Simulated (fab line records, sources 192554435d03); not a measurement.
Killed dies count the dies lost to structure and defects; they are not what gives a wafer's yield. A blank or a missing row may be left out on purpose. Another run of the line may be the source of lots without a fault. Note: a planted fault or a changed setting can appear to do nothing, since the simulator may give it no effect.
Split-lot experiment || flow n5Finfet || 39 wafers read from 7 lots, route of 1938 steps

THE SPLIT ITSELF
At N5_SD_EPI_N_ETCH_45 (etches SiOCN in CH3F/O2, target depth 6 nm), the setting targetDepthA was moved away from the recipe's 60 angstrom on 18 of the 39 wafers read, by -11.8% to +6.2%. This setting was run at the recipe's value on the other wafers.

Reading taken at the split's own step.

THE READING
etch.depthNm (the simulator's own value, which no gauge read), in nm, at N5_SD_EPI_N_ETCH_45 (etches SiOCN in CH3F/O2, target depth 6 nm). There is no usual value for it anywhere in the file. Across the 21 wafers here that went through the recipe, the average is 5.970 nm and the standard deviation 0.13 nm.

{"wafer": "L078.1", "tool, chamber at the split": "rieDiel-05, 0", "targetDepthA as run, angstrom": 60, "against the recipe": "recipe", "etch.depthNm, nm": 6.084, "against lot-mates on the recipe": "-"}
{"wafer": "L078.2", "tool, chamber at the split": "rieDiel-05, 2", "targetDepthA as run, angstrom": 55.99, "against the recipe": "-6.7%", "etch.depthNm, nm": 5.223, "against lot-mates on the recipe": -0.759}
{"wafer": "L078.3", "tool, chamber at the split": "rieDiel-05, 3", "targetDepthA as run, angstrom": 60, "against the recipe": "recipe", "etch.depthNm, nm": 5.655, "against lot-mates on the recipe": "-"}
{"wafer": "L078.4", "tool, chamber at the split": "rieDiel-05, 1", "targetDepthA as run, angstrom": 60, "against the recipe": "recipe", "etch.depthNm, nm": 6.207, "against lot-mates on the recipe": "-"}
{"wafer": "L078.5", "tool, chamber at the split": "rieDiel-05, 2", "targetDepthA as run, angstrom": 55.99, "against the recipe": "-6.7%", "etch.depthNm, nm": 5.192, "against lot-mates on the recipe": -0.790}
{"wafer": "L078.6", "tool, chamber at the split": "rieDiel-05, 1", "targetDepthA as run, angstrom": 55.99, "against the recipe": "-6.7%", "etch.depthNm, nm": 5.732, "against lot-mates on the recipe": -0.250}
{"wafer": "L081.1", "tool, chamber at the split": "rieDiel-04, 2", "targetDepthA as run, angstrom": 52.91, "against the recipe": "-11.8%", "etch.depthNm, nm": 5.142, "against lot-mates on the recipe": -0.871}
{"wafer": "L081.2", "tool, chamber at the split": "rieDiel-04, 1", "targetDepthA as run, angstrom": 52.91, "against the recipe": "-11.8%", "etch.depthNm, nm": 5.298, "against lot-mates on the recipe": -0.715}
{"wafer": "L081.3", "tool, chamber at the split": "rieDiel-04, 3", "targetDepthA as run, angstrom": 60, "against the recipe": "recipe", "etch.depthNm, nm": 6.021, "against lot-mates on the recipe": "-"}
{"wafer": "L081.4", "tool, chamber at the split": "rieDiel-04, 3", "targetDepthA as run, angstrom": 60, "against the recipe": "recipe", "etch.depthNm, nm": 6.006, "against lot-mates on the recipe": "-"}
{"wafer": "L081.5", "tool, chamber at the split": "rieDiel-04, 2", "targetDepthA as run, angstrom": 52.91, "against the recipe": "-11.8%", "etch.depthNm, nm": 5.141, "against lot-mates on the recipe": -0.872}
{"wafer": "L081.6", "tool, chamber at the split": "rieDiel-04, 1", "targetDepthA as run, angstrom": 60, "against the recipe": "recipe", "etch.depthNm, nm": 6.013, "against lot-mates on the recipe": "-"}
{"wafer": "L085.1", "tool, chamber at the split": "rieDiel-04, 0", "targetDepthA as run, angstrom": 60, "against the recipe": "recipe", "etch.depthNm, nm": 5.881, "against lot-mates on the recipe": "-"}
{"wafer": "L085.2", "tool, chamber at the split": "rieDiel-04, 1", "targetDepthA as run, angstrom": 63.7, "against the recipe": "+6.2%", "etch.depthNm, nm": 6.393, "against lot-mates on the recipe": "+0.364"}
{"wafer": "L085.3", "tool, chamber at the split": "rieDiel-04, 3", "targetDepthA as run, angstrom": 60, "against the recipe": "recipe", "etch.depthNm, nm": 6.167, "against lot-mates on the recipe": "-"}
{"wafer": "L085.4", "tool, chamber at the split": "rieDiel-04, 3", "targetDepthA as run, angstrom": 63.7, "against the recipe": "+6.2%", "etch.depthNm, nm": 6.546, "against lot-mates on the recipe": "+0.517"}
{"wafer": "L085.5", "tool, chamber at the split": "rieDiel-04, 0", "targetDepthA as run, angstrom": 63.7, "against the recipe": "+6.2%", "etch.depthNm, nm": 6.262, "against lot-mates on the recipe": "+0.233"}
{"wafer": "L085.6", "tool, chamber at the split": "rieDiel-04, 1", "targetDepthA as run, angstrom": 60, "against the recipe": "recipe", "etch.depthNm, nm": 6.039, "against lot-mates on the recipe": "-"}
{"wafer": "L087.1", "tool, chamber at the split": "rieDiel-04, 3", "targetDepthA as run, angstrom": 63.09, "against the recipe": "+5.2%", "etch.depthNm, nm": 6.487, "against lot-mates on the recipe": "+0.563"}
{"wafer": "L087.2", "tool, chamber at the split": "rieDiel-04, 2", "targetDepthA as run, angstrom": 60, "against the recipe": "recipe", "etch.depthNm, nm": 6.048, "against lot-mates on the recipe": "-"}
{"wafer": "L087.3", "tool, chamber at the split": "rieDiel-04, 0", "targetDepthA as run, angstrom": 60, "against the recipe": "recipe", "etch.depthNm, nm": 5.772, "against lot-mates on the recipe": "-"}
{"wafer": "L087.4", "tool, chamber at the split": "rieDiel-04, 1", "targetDepthA as run, angstrom": 60, "against the recipe": "recipe", "etch.depthNm, nm": 5.953, "against lot-mates on the recipe": "-"}
{"wafer": "L087.5", "tool, chamber at the split": "rieDiel-04, 2", "targetDepthA as run, angstrom": 63.09, "against the recipe": "+5.2%", "etch.depthNm, nm": 6.4, "against lot-mates on the recipe": "+0.476"}
{"wafer": "L087.6", "tool, chamber at the split": "rieDiel-04, 3", "targetDepthA as run, angstrom": 63.09, "against the recipe": "+5.2%", "etch.depthNm, nm": 6.47, "against lot-mates on the recipe": "+0.546"}
{"wafer": "L093.1", "tool, chamber at the split": "rieDiel-01, 1", "targetDepthA as run, angstrom": 60, "against the recipe": "recipe", "etch.depthNm, nm": 5.844, "against lot-mates on the recipe": "-"}
{"wafer": "L093.2", "tool, chamber at the split": "rieDiel-01, 2", "targetDepthA as run, angstrom": 55.28, "against the recipe": "-7.9%", "etch.depthNm, nm": 5.552, "against lot-mates on the recipe": -0.411}
{"wafer": "L093.3", "tool, chamber at the split": "rieDiel-01, 3", "targetDepthA as run, angstrom": 55.28, "against the recipe": "-7.9%", "etch.depthNm, nm": 5.601, "against lot-mates on the recipe": -0.362}
{"wafer": "L093.4", "tool, chamber at the split": "rieDiel-01, 0", "targetDepthA as run, angstrom": 60, "against the recipe": "recipe", "etch.depthNm, nm": 6.026, "against lot-mates on the recipe": "-"}
{"wafer": "L093.5", "tool, chamber at the split": "rieDiel-01, 3", "targetDepthA as run, angstrom": 60, "against the recipe": "recipe", "etch.depthNm, nm": 6.018, "against lot-mates on the recipe": "-"}
{"wafer": "L093.6", "tool, chamber at the split": "rieDiel-01, 0", "targetDepthA as run, angstrom": 55.28, "against the recipe": "-7.9%", "etch.depthNm, nm": 5.498, "against lot-mates on the recipe": -0.465}
{"wafer": "L096.1", "tool, chamber at the split": "rieDiel-05, 0", "targetDepthA as run, angstrom": 60, "against the recipe": "recipe", "etch.depthNm, nm": 6.014, "against lot-mates on the recipe": "-"}
{"wafer": "L096.2", "tool, chamber at the split": "rieDiel-05, 3", "targetDepthA as run, angstrom": 60, "against the recipe": "recipe", "etch.depthNm, nm": 5.975, "against lot-mates on the recipe": "-"}
{"wafer": "L096.4", "tool, chamber at the split": "rieDiel-05, 1", "targetDepthA as run, angstrom": 60, "against the recipe": "recipe", "etch.depthNm, nm": 6.032, "against lot-mates on the recipe": "-"}
{"wafer": "L097.1", "tool, chamber at the split": "rieDiel-01, 2", "targetDepthA as run, angstrom": 60, "against the recipe": "recipe", "etch.depthNm, nm": 5.877, "against lot-mates on the recipe": "-"}
{"wafer": "L097.2", "tool, chamber at the split": "rieDiel-01, 3", "targetDepthA as run, angstrom": 53.34, "against the recipe": "-11.1%", "etch.depthNm, nm": 5.315, "against lot-mates on the recipe": -0.554}
{"wafer": "L097.3", "tool, chamber at the split": "rieDiel-01, 0", "targetDepthA as run, angstrom": 53.34, "against the recipe": "-11.1%", "etch.depthNm, nm": 5.314, "against lot-mates on the recipe": -0.555}
{"wafer": "L097.4", "tool, chamber at the split": "rieDiel-01, 1", "targetDepthA as run, angstrom": 60, "against the recipe": "recipe", "etch.depthNm, nm": 5.776, "against lot-mates on the recipe": "-"}
{"wafer": "L097.5", "tool, chamber at the split": "rieDiel-01, 0", "targetDepthA as run, angstrom": 60, "against the recipe": "recipe", "etch.depthNm, nm": 5.954, "against lot-mates on the recipe": "-"}
{"wafer": "L097.6", "tool, chamber at the split": "rieDiel-01, 1", "targetDepthA as run, angstrom": 53.34, "against the recipe": "-11.1%", "etch.depthNm, nm": 5.088, "against lot-mates on the recipe": -0.781}

FIT RESULTS
A straight line over all 39 wafers: etch.depthNm changes by +0.0693 nm for each +1% of targetDepthA; r = +0.94; the points scatter about the line by 0.14 nm.
The same after taking each lot's own level away (the mean of its wafers on the recipe; 39 wafers): +0.0676 nm for each +1%; r = +0.93; scatter 0.15 nm.
That fit puts the effect of the largest move of targetDepthA on the reading at 0.8 nm.
The span of the lots' own levels, 5.8690 to 6.0290 nm, comes to 1.2 times the standard deviation stated above.
So the lot-to-lot level changes the slope little: the two slopes agree.
Check: with one of the wafers moved furthest among these (-11.8%) left out of the fit, the line predicts -0.773 nm for it against its lot-mates. Against them it came out at -0.871 nm.

THE OTHER SPLITS THESE WAFERS WENT THROUGH
Note: prior to the reading, these wafers also went through further splits. Each is held against what the fit with the lots' levels taken away leaves over:
{"other split on the same wafers": "N5_FIN_CUT_EXPOSE_05 doseMj", "wafers away from the commonest value": 9, "r with etch.depthNm (lot level and that fit taken away)": "+0.21"}

FILE'S OWN FIT
etch.depthNm changes by +0.0667 nm for each +1% of targetDepthA, r = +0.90.
